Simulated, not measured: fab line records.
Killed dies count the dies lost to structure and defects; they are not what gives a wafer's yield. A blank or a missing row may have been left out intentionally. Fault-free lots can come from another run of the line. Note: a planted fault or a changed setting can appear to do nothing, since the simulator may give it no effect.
Matching of chambers || flow nand-harc || NHARC_A_CONTACT_ETCH_92 on rie-diel-08: 4 sister chambers
The step etches the open film in CH3F/O2, target depth 40 nm, time 85.7 s. 14 wafers are shown with their chamber, then 7 later ones without.

## WAFERS WITH THEIR CHAMBER
{"wafer": "L817.3", "chamber": 3, "drypump-motor-current-A (A)": 5.4, "showerhead-plenum-p-Torr (Torr)": 2.34, "rf-vpp-V (V)": 243.1}
{"wafer": "L817.4", "chamber": 0, "drypump-motor-current-A (A)": 6.8, "showerhead-plenum-p-Torr (Torr)": 2.53, "rf-vpp-V (V)": 245.8}
{"wafer": "L817.5", "chamber": 2, "drypump-motor-current-A (A)": 5.3, "showerhead-plenum-p-Torr (Torr)": 2.37, "rf-vpp-V (V)": 242.7}
{"wafer": "L820.1", "chamber": 0, "drypump-motor-current-A (A)": 6.8, "showerhead-plenum-p-Torr (Torr)": 2.52, "rf-vpp-V (V)": 244.9}
{"wafer": "L820.4", "chamber": 2, "drypump-motor-current-A (A)": 5.4, "showerhead-plenum-p-Torr (Torr)": 2.37, "rf-vpp-V (V)": 242.3}
{"wafer": "L820.5", "chamber": 2, "drypump-motor-current-A (A)": 5.4, "showerhead-plenum-p-Torr (Torr)": 2.37, "rf-vpp-V (V)": 243.1}
{"wafer": "L823.3", "chamber": 3, "drypump-motor-current-A (A)": 5.4, "showerhead-plenum-p-Torr (Torr)": 2.33, "rf-vpp-V (V)": 242.1}
{"wafer": "L823.4", "chamber": 2, "drypump-motor-current-A (A)": 5.4, "showerhead-plenum-p-Torr (Torr)": 2.37, "rf-vpp-V (V)": 243.1}
{"wafer": "L823.6", "chamber": 0, "drypump-motor-current-A (A)": 6.8, "showerhead-plenum-p-Torr (Torr)": 2.52, "rf-vpp-V (V)": 243.2}
{"wafer": "L833.3", "chamber": 1, "drypump-motor-current-A (A)": 5.7, "showerhead-plenum-p-Torr (Torr)": 2.48, "rf-vpp-V (V)": 244.1}
{"wafer": "L833.4", "chamber": 2, "drypump-motor-current-A (A)": 5.4, "showerhead-plenum-p-Torr (Torr)": 2.36, "rf-vpp-V (V)": 242.9}
{"wafer": "L833.5", "chamber": 0, "drypump-motor-current-A (A)": 6.8, "showerhead-plenum-p-Torr (Torr)": 2.51, "rf-vpp-V (V)": 244.5}
{"wafer": "L834.1", "chamber": 0, "drypump-motor-current-A (A)": 6.8, "showerhead-plenum-p-Torr (Torr)": 2.51, "rf-vpp-V (V)": 245.3}
{"wafer": "L834.4", "chamber": 2, "drypump-motor-current-A (A)": 5.4, "showerhead-plenum-p-Torr (Torr)": 2.36, "rf-vpp-V (V)": 243.3}

SIGNATURES (averages over the wafers above)
{"reading": "drypump-motor-current-A", "chamber 0": 6.800, "chamber 1": 5.700, "chamber 2": 5.383, "chamber 3": 5.400, "scatter within a chamber": 0.0289}
{"reading": "showerhead-plenum-p-Torr", "chamber 0": 2.5180, "chamber 1": 2.4800, "chamber 2": 2.3667, "chamber 3": 2.3350, "scatter within a chamber": 0.00681}
{"reading": "rf-vpp-V", "chamber 0": 244.740, "chamber 1": 244.100, "chamber 2": 242.900, "chamber 3": 242.600, "scatter within a chamber": 0.709}
Rule: a wafer's distance from a chamber is the root of the sum, over the readings, of the square of ((its reading less the chamber's mean) divided by the reading's scatter). If the next closest chamber is less than 2 further off than the closest, the wafer can't be placed; otherwise it belongs to the closest. How the scatter is found: for the shown wafers, subtract from each reading the mean of its chamber, square and add these, divide the total by (wafers less chambers), then take the root.

## WAFERS WITHOUT THEIR CHAMBER
{"wafer": "L834.5", "drypump-motor-current-A (A)": 5.8, "showerhead-plenum-p-Torr (Torr)": 2.48, "rf-vpp-V (V)": 244.5}
{"wafer": "L836.1", "drypump-motor-current-A (A)": 5.4, "showerhead-plenum-p-Torr (Torr)": 2.33, "rf-vpp-V (V)": 242.3}
{"wafer": "L836.4", "drypump-motor-current-A (A)": 5.8, "showerhead-plenum-p-Torr (Torr)": 2.48, "rf-vpp-V (V)": 245.3}
{"wafer": "L836.5", "drypump-motor-current-A (A)": 6.8, "showerhead-plenum-p-Torr (Torr)": 2.51, "rf-vpp-V (V)": 245.0}
{"wafer": "L839.1", "drypump-motor-current-A (A)": 5.4, "showerhead-plenum-p-Torr (Torr)": 2.32, "rf-vpp-V (V)": 243.0}
{"wafer": "L839.2", "drypump-motor-current-A (A)": 5.8, "showerhead-plenum-p-Torr (Torr)": 2.48, "rf-vpp-V (V)": 243.6}
{"wafer": "L839.5", "drypump-motor-current-A (A)": 6.8, "showerhead-plenum-p-Torr (Torr)": 2.51, "rf-vpp-V (V)": 245.7}

## WHICH CHAMBER EACH ONE RAN IN
{"wafer": "L834.5", "from the rows above": 1, "in truth": 1}
{"wafer": "L836.1", "from the rows above": 3, "in truth": 3}
{"wafer": "L836.4", "from the rows above": 1, "in truth": 1}
{"wafer": "L836.5", "from the rows above": 0, "in truth": 0}
{"wafer": "L839.1", "from the rows above": 3, "in truth": 3}
{"wafer": "L839.2", "from the rows above": 1, "in truth": 1}
{"wafer": "L839.5", "from the rows above": 0, "in truth": 0}
Placed correctly: 7 of 7. Not placeable from these rows: 0. Wrongly placed: 0.
